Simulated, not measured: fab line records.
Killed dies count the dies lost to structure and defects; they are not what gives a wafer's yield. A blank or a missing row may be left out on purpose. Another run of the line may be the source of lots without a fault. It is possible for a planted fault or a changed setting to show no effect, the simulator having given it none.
Problem report in the 8D (eight disciplines) form, filled by code || flow nand harc || the parts of the form that need people (team, actions taken, sign-off) are left out

== 1. PROBLEM STATEMENT ==
Mean of oes product au at NHARC_P_BONDPAD_ETCH_24: 0.823 a.u. across 2 wafers in 2 lots; on wafers with no fault it is 1.002 a.u. (standard deviation 0.012). That is -15 standard deviations from the usual mean.
The step: etches the open film in CF4/N2, target depth 30 nm, time 72.99 s.
First seen on wafer L120.4, day 10 12:22, on rie diel-11. At this step, 36 wafers from 12 lots have a number in the record. By rule, "out" or "out of limits" means more than 4 standard deviations away from the usual mean. All remaining wafers that have a number are taken as sound.

== 2. WHAT THIS IS AND IS NOT ==
{"question": "which readings at this step", "is": "oes product au", "is not": "drypump motor current A, throttle valve pct"}
{"question": "which lots", "is": "L120, L121", "is not": "L105, L107, L110, L111, L112, L113, L114, L115, L117, L118"}
{"question": "which wafers of those lots", "is": "L120.4, L121.1", "is not": "L120.3, L120.5, L121.3, L121.4"}
{"question": "read on which tools", "is": "rie diel-11", "is not": "rie diel-01, rie diel-09"}
{"question": "when", "is": "from day 10 12:22", "is not": "up to then (32 sound wafers); but 2 sound wafers of L121 came after"}

== 3. THE SUSPECTS, EACH WITH WHAT RULES IT OUT ==
Counting: if a tool at a process step up to the reading ran every lot that is out, it stays a suspect. Sound lots after the first of them don't rule it out here, since some wafers of a struck lot are sound.
- cmp-04 at NHARC_P_M2_CMP_23 (polishes, t overpolish 20 s, target thk 144.3 nm): kept. It ran every lot that is out, first L120 (day 10 09:16); its last sound lot up to then is L117 (day 10 03:01).
- rie diel-11 at NHARC_P_BONDPAD_STRIP_15 (strips in O2): kept. It ran every lot that is out, first L120 (day 10 12:13); its last sound lot up to then is L117 (day 10 06:01).
- rie diel-11 at NHARC_P_BONDPAD_ETCH_24 (etches the open film in CF4/N2, target depth 30 nm, time 72.99 s): kept. It ran every lot that is out, first L120 (day 10 12:22); its last sound lot up to then is L117 (day 10 06:10). Out on those wafers are its own readings of oes product au.
- Within rie diel-11 at NHARC_P_BONDPAD_ETCH_24: the wafers that are out ran in chamber 0; their sound lot-mates ran in chambers 1, 3.
Still standing after the count: cmp-04 at NHARC_P_M2_CMP_23, rie diel-11 at NHARC_P_BONDPAD_STRIP_15, rie diel-11 at NHARC_P_BONDPAD_ETCH_24.

== 4. THE CAUSE (what the simulator had put in) ==
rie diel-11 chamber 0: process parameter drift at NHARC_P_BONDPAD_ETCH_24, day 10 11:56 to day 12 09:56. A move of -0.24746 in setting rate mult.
This tool is one of the 3 suspects left after counting.

== 5. THE EFFECT CHAIN, in route order ==
Each row: a reading whose mean over the struck wafers that have a number lies more than 3 standard deviations from the usual. Scope: only readings with a usual standard deviation given in the record; hours: median across lots of the time from each lot's start at the first step in this table that gives one to its start at this step; sigmas: change in usual standard deviations.
{"hours": 0, "step": "NHARC_P_BONDPAD_ETCH_24", "reading": "oes product au", "usual": "1.002 a.u.", "on struck wafers": 0.823, "change": -0.179, "sigmas": -15}
Process steps it contains:
- NHARC_P_BONDPAD_ETCH_24: etches the open film in CF4/N2, target depth 30 nm, time 72.99 s.
Later steps that measure or inspect, where all struck wafers having a row at the step show a number for every such reading and not one has moved that far: NHARC_END_SORT_01.

== 6. HOW IT WOULD HAVE BEEN CAUGHT EARLIER ==
In this record no reading fell out of limits until day 10 12:22, 0 hours after the fault had begun at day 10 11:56.
